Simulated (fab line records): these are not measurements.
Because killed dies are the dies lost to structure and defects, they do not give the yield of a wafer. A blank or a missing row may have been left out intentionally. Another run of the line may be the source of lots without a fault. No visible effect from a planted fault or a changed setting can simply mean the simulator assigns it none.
Split-lot study :: flow n5 finfet :: 21 wafers read from 7 lots, route of 1938 steps

ON THE SPLIT
At N5_SD_EPI_N_PEB_07 (peb time 60 s), the setting peb time s was moved away from the recipe's 60 s on 9 of the 21 wafers read, by +9.0% to +22.1%. The other wafers ran this setting at the recipe's value.

SPLIT TO READING: what lies between them in the file, 1 step
- N5_SD_EPI_N_DEVELOP_08: develop time 30 s

THE READING
Shown in nm: cd nm at N5_SD_EPI_N_CD_MEAS_09, with target cd 120 nm. Fault-free wafers of this fab line usually give 120.2 nm, standard deviation 0.52 nm.

wafer: L075.2
tool, chamber at the split: litho track-02, 0
peb time s as run, s: 60
against the recipe: recipe
cd nm, nm: 120.5
against lot-mates on the recipe: -

wafer: L075.3
tool, chamber at the split: litho track-02, 0
peb time s as run, s: 72.07
against the recipe: +20.1%
cd nm, nm: 126.6
against lot-mates on the recipe: +6.1

wafer: L075.4
tool, chamber at the split: litho track-02, 0
peb time s as run, s: 72.07
against the recipe: +20.1%
cd nm, nm: 126.3
against lot-mates on the recipe: +5.8

wafer: L080.1
tool, chamber at the split: litho track-05, 0
peb time s as run, s: 60
against the recipe: recipe
cd nm, nm: 119.7
against lot-mates on the recipe: -

wafer: L080.2
tool, chamber at the split: litho track-05, 0
peb time s as run, s: 60
against the recipe: recipe
cd nm, nm: 123.0
against lot-mates on the recipe: -

wafer: L080.6
tool, chamber at the split: litho track-05, 0
peb time s as run, s: 73.25
against the recipe: +22.1%
cd nm, nm: 129.2
against lot-mates on the recipe: +7.8

wafer: L084.1
tool, chamber at the split: litho track-03, 0
peb time s as run, s: 71.8
against the recipe: +19.7%
cd nm, nm: 125.1
against lot-mates on the recipe: +5.3

wafer: L084.2
tool, chamber at the split: litho track-03, 0
peb time s as run, s: 60
against the recipe: recipe
cd nm, nm: 119.8
against lot-mates on the recipe: -

wafer: L084.6
tool, chamber at the split: litho track-03, 0
peb time s as run, s: 71.8
against the recipe: +19.7%
cd nm, nm: 125.7
against lot-mates on the recipe: +5.9

wafer: L085.1
tool, chamber at the split: litho track-02, 0
peb time s as run, s: 60
against the recipe: recipe
cd nm, nm: 120.2
against lot-mates on the recipe: -

wafer: L085.3
tool, chamber at the split: litho track-02, 0
peb time s as run, s: 60
against the recipe: recipe
cd nm, nm: 119.9
against lot-mates on the recipe: -

wafer: L085.4
tool, chamber at the split: litho track-02, 0
peb time s as run, s: 60
against the recipe: recipe
cd nm, nm: 120.5
against lot-mates on the recipe: -

wafer: L088.1
tool, chamber at the split: litho track-02, 0
peb time s as run, s: 60
against the recipe: recipe
cd nm, nm: 119.9
against lot-mates on the recipe: -

wafer: L088.2
tool, chamber at the split: litho track-02, 0
peb time s as run, s: 60
against the recipe: recipe
cd nm, nm: 120.5
against lot-mates on the recipe: -

wafer: L088.3
tool, chamber at the split: litho track-02, 0
peb time s as run, s: 60
against the recipe: recipe
cd nm, nm: 120.7
against lot-mates on the recipe: -

wafer: L091.2
tool, chamber at the split: litho track-03, 0
peb time s as run, s: 60
against the recipe: recipe
cd nm, nm: 120.6
against lot-mates on the recipe: -

wafer: L091.3
tool, chamber at the split: litho track-03, 0
peb time s as run, s: 71.75
against the recipe: +19.6%
cd nm, nm: 126.1
against lot-mates on the recipe: +5.5

wafer: L091.4
tool, chamber at the split: litho track-03, 0
peb time s as run, s: 71.75
against the recipe: +19.6%
cd nm, nm: 126.1
against lot-mates on the recipe: +5.5

wafer: L092.2
tool, chamber at the split: litho track-03, 0
peb time s as run, s: 65.37
against the recipe: +9.0%
cd nm, nm: 123.3
against lot-mates on the recipe: +3.0

wafer: L092.4
tool, chamber at the split: litho track-03, 0
peb time s as run, s: 60
against the recipe: recipe
cd nm, nm: 120.3
against lot-mates on the recipe: -

wafer: L092.6
tool, chamber at the split: litho track-03, 0
peb time s as run, s: 65.37
against the recipe: +9.0%
cd nm, nm: 123.3
against lot-mates on the recipe: +3.0

FIT RESULTS
A straight line over all 21 wafers: cd nm changes by +0.3 nm for each +1% of peb time s; r = +0.96; the points scatter about the line by 0.89 nm.
The same after taking each lot's own level away (the mean of its wafers on the recipe; 21 wafers): +0.3 nm for each +1%; r = +0.98; scatter 0.66 nm.
Per that fit: largest peb time s move, reading shift of 6.6 nm.
From 119.80 to 121.35 nm: that is the span of the lots' own levels, equal to 3.0 times the standard deviation above.
The two slopes agree, so the slope changes little with the lot-to-lot level.
Check: for one of the wafers moved furthest among these (+22.1%), held out of the fit, the line's prediction against its lot-mates is +6.4 nm. Against them it came out at +7.85 nm.

OTHER SPLITS ON THESE WAFERS
Other splits were also applied to these wafers ahead of the reading. Each is held against what the fit with the lots' levels taken away leaves over:
other split on the same wafers: N5_DUMMY_GATE_COAT_28 spin rpm
wafers away from the commonest value: 5
r with cd nm (lot level and that fit taken away): -0.07

THE WHOLE CHAIN: every reading that the file lists as answering this split, in the file's order
step: N5_SD_EPI_N_CD_MEAS_09
what it does: target cd 120 nm
reading: cd nm
change (the file's fit): +0.309 nm for each +1% of the setting
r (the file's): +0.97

step: N5_SD_EPI_N_DESCUM_14
what it does: chemistry O2, time 7.9 s
reading: SD_EPI_N.cd nm (the simulator's own value, which no gauge read)
change (the file's fit): +0.305 nm for each +1% of the setting
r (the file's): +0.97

step: N5_SD_EPI_N_ETCH_35
what it does: etches SOC in N2/H2, overetch 108 nm, time 486 s
reading: SD_EPI_N.cd nm (the simulator's own value, which no gauge read)
change (the file's fit): +0.314 nm for each +1% of the setting
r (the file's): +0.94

FILE'S OWN FIT
cd nm changes by +0.309 nm for each +1% of peb time s, r = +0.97.
